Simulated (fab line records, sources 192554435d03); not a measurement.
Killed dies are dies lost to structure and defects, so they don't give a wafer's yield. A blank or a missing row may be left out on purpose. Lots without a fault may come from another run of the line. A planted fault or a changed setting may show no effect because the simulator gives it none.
A struck lot beside a sound one | flow n5_finfet | 44 steps out of a route of 1938
Sound: wafers L647.2, L647.3, L647.4. Struck: wafer L664.3. (L664.6 of the same lot was not struck and is left out.) The cause comes at the end.
At each step with rows: each side's tool, then ch and its chambers, then its first start. Under that, the readings that differ: sound wafers | struck wafers | difference of the means | sigmas: that difference in standard deviations of wafers without a fault.
alike: readings whose means differ by less than 2 such deviations, and words and numbers that are the same on both sides. not compared: withheld readings, readings that some wafer has no value for, bounds like >300 that may hide the same value, and numbers for which the record gives no deviation and whose values overlap.
The two part at a step that has a row with sigmas, a row that says differs or no value, or rows on one side only. Numbers that don't overlap but have no deviation are shown without sigmas and don't part them. A reading that every wafer of one side lacks parts them only if that side has two wafers or more.

N5_STI_FIN_REVEAL_ALD_14: deposits Si3N4, target thk 3 nm.
  sound on ald_sin-03 ch 1,2,3, day 3 06:26; struck on ald_sin-01 ch 3, day 7 09:41
  reading               | sound       | struck | difference | sigmas
  since_wet_clean_h (h) | 335 335 335 | 343    | +8         |
  alike: heater_power_w
then, 3 steps without rows for these wafers: N5_STI_FIN_REVEAL_FCVD_FILL_01 (material SiO2 flowable, target thk 312 nm, time 512.2 s); N5_STI_FIN_REVEAL_DENSIFY_02 (time 1800 s); N5_STI_FIN_REVEAL_CMP_04 (polishes, stops on Si3N4, t overpolish 4 s, target thk 131.83 nm).
N5_STI_FIN_REVEAL_THK_MEAS_05:
  sound on film_metro-01, day 3 11:46; struck on film_metro-02, day 7 15:02
  alike: thk_nm
N5_STI_FIN_REVEAL_DENSIFY_30:
  sound on rtp_anneal-02 ch 0, day 3 11:49; struck on rtp_anneal-01 ch 0, day 7 15:07
  alike: lamp_power_pct
  not compared: wafer_temp_C_max
N5_STI_FIN_REVEAL_ETCHBACK_08: etches SiO2 in C4F6/O2, target depth 30.5 nm, time 10.167 s.
  sound on rie_diel-01 ch 1,2, day 3 12:05; struck on rie_diel-06 ch 3, day 7 15:17
  reading                | sound             | struck | difference | sigmas
  O2_flow_sccm (sccm)    | 9.93 9.95 9.99    | 10.03  | +0.07      | +2
  throttle_valve_pct (%) | 21.77 21.33 21.78 | 20.96  | -0.67      | -2
  alike: C4F6_flow_sccm, drypump_motor_current_A, oes_product_au, rf_vpp_V, showerhead_plenum_p_Torr
  not compared: rf_hours_counter_h
then, 5 steps without rows for these wafers: N5_STI_FIN_REVEAL_STRIP_24 (strips in N2/H2, time 90 s); N5_STI_FIN_REVEAL_PRECLEAN_25 (cleans in SPM, time 90 s); N5_STI_FIN_REVEAL_PRECLEAN_26 (cleans in SC1, time 45 s); N5_STI_FIN_REVEAL_PRECLEAN_29 (cleans in DHF, time 30 s); N5_STI_FIN_REVEAL_SRD_12 (time 30 s).
N5_STI_FIN_REVEAL_RECESS_09: chemistry HF/NH3, target SiO2, afs cycles 11, target depth 42.5 nm, sublimation time 60 s.
  sound on vapor_etch-02 ch 0,1, day 3 12:20; struck on vapor_etch-02 ch 0, day 7 16:04
  alike: drypump_motor_current_A
then, 7 steps without rows for these wafers: N5_STI_FIN_REVEAL_STRIP_16 (strips SiNx in H3PO4, target depth 23.8 nm); N5_STI_FIN_REVEAL_PRECLEAN_17 (cleans in NF3:NH3, afs cycles 1, time 20 s, sublimation time 60 s); N5_STI_FIN_REVEAL_ETCH_34 (etches Si in H2, material Si, target depth 0.97 nm); N5_STI_FIN_REVEAL_OXIDATION_31 (chemistry O2 PLASMA REMOTE, time 20 s); N5_STI_FIN_REVEAL_PRECLEAN_32 (cleans in NF3:NH3, afs cycles 1, time 20 s, sublimation time 60 s); N5_STI_FIN_REVEAL_STRIP_35 (strips Si3N4 in H3PO4, target depth 4 nm, time 39 s); N5_STI_FIN_REVEAL_SRD_21 (time 30 s).
N5_STI_FIN_REVEAL_OXIDATION_33: chemistry O2 PLASMA REMOTE, time 20 s.
  sound on plasma_asher-02 ch 0,1, day 3 14:50; struck on plasma_asher-02 ch 1, day 7 18:10
  alike: drypump_motor_current_A, heater_power_w, o2_flow_sccm
  not compared: rf_hours_counter_h
then, 2 steps without rows for these wafers: N5_STI_FIN_REVEAL_CLEAN_19 (cleans in O3/DIW, time 120 s); N5_STI_FIN_REVEAL_SRD_23 (time 30 s).
N5_STI_FIN_REVEAL_CD_MEAS_22: target cd 6.238 nm, pitch 28 nm.
  sound on cd_sem-01, day 3 15:01; struck on cd_sem-03, day 7 18:19
  alike: cd_nm
N5_STI_FIN_REVEAL_FIN_H_MEAS_10:
  sound on ocd-02, day 3 15:02; struck on ocd-01, day 7 18:20
  reading              | sound          | struck | difference | sigmas
  trench_depth_nm (nm) | 50.7 51.8 51.2 | 55.2   | +4.0       | +5
then, 2 steps without rows for these wafers: N5_STI_FIN_REVEAL_PRECLEAN_18 (cleans in SC2, time 45 s); N5_STI_FIN_REVEAL_SRD_28 (time 30 s).
N5_STI_FIN_REVEAL_INSPECT_13: inspects for defects (darkfield).
  sound on defect_inspect-01, day 3 15:08; struck on defect_inspect-01, day 7 18:26
  alike: raw_defect_count
then, 2 steps without rows for these wafers: N5_DUMMY_GATE_PRECLEAN_00 (cleans in O3/DIW, time 60 s); N5_DUMMY_GATE_SRD_01 (time 30 s).
N5_DUMMY_GATE_ALD_02: deposits SiO2, target thk 2 nm, pulse time 1 s.
  sound on ald_sin-03 ch 0,1,2, day 3 15:13; struck on ald_sin-02 ch 1, day 7 18:31
  reading               | sound       | struck | difference | sigmas
  since_wet_clean_h (h) | 344 344 344 | 259    | -85        |
  alike: heater_power_w, precursor_pulse_height_rel
then, 4 steps without rows for these wafers: N5_DUMMY_GATE_CVD_03 (deposits a-Si from SiH4, target thk 150 nm, time 8042 s); N5_DUMMY_GATE_PRECLEAN_46 (cleans in DIW, time 89.5 s); N5_DUMMY_GATE_SRD_47 (dry time 32 s); N5_DUMMY_GATE_CMP_04 (polishes a-Si).
N5_DUMMY_GATE_THK_MEAS_05:
  sound on film_metro-01, day 3 19:19; struck on film_metro-02, day 7 22:38
  reading     | sound          | struck | difference | sigmas
  thk_nm (nm) | 71.8 75.7 74.9 | 69.5   | -4.6       | -3
then, 6 steps without rows for these wafers: N5_DUMMY_GATE_HM_DEP_06 (deposits SiNx from DCS/NH3, target thk 80 nm, time 5141 s); N5_DUMMY_GATE_PECVD_30 (deposits SiO2 from TEOS/O2, target thk 55 nm, time 10.8 s); N5_DUMMY_GATE_COAT_34 (time 60 s, resist thk 60 nm); N5_DUMMY_GATE_COAT_35 (time 60 s, resist thk 10 nm); N5_DUMMY_GATE_COAT_28 (time 60 s, resist thk 10 nm); N5_DUMMY_GATE_COAT_09 (resist thk 30 nm).
-- the record jumps here: 5 days lie between the struck wafers' starts before and after (it left off in module DUMMY_GATE and takes up again in module BEOL_M4, whose first step shown is number 1111 of the route) --
N5_BEOL_M4_RC_MEAS_101:
  sound on prober-01 ch 0, day 9 00:53; struck on prober-02 ch 0, day 13 02:29
  reading       | sound          | struck | difference | sigmas
  ION_N (uA/um) | 652 649 629    | 708    | +65        | +4
  ION_P (uA/um) | 450 450 442    | 483    | +36        | +4
  VT_P (mV)     | -254 -259 -257 | -247   | +10        | +3
  alike: DIBL_N, DIBL_P, IOFF_N, IOFF_P, SS_N, SS_P, VT_N
-- the record jumps here: 4 days lie between the struck wafers' starts before and after (it left off in module BEOL_M4 and takes up again in module PASSIVATION, whose first step shown is number 1936 of the route) --
N5_PASSIVATION_PROBE_49:
  sound on prober-01, day 13 03:56; struck on prober-02, day 17 06:51
  alike: defect_limited_yield, killed_at_M0_to_M3, killed_at_M4_up, killed_at_contacts, killed_at_front_end, killed_at_other, killed_dies, killed_open, killed_short, sort_bin_5_function, sort_bin_6_memory, sort_bin_8_speed, sort_n_pass, sort_yield_pct

WHERE THEY PART
First at N5_STI_FIN_REVEAL_ETCHBACK_08; last, within this record, at N5_BEOL_M4_RC_MEAS_101. Later steps at which nothing parts them and some readings are alike: N5_PASSIVATION_PROBE_49.

WHY: what the simulator had put in
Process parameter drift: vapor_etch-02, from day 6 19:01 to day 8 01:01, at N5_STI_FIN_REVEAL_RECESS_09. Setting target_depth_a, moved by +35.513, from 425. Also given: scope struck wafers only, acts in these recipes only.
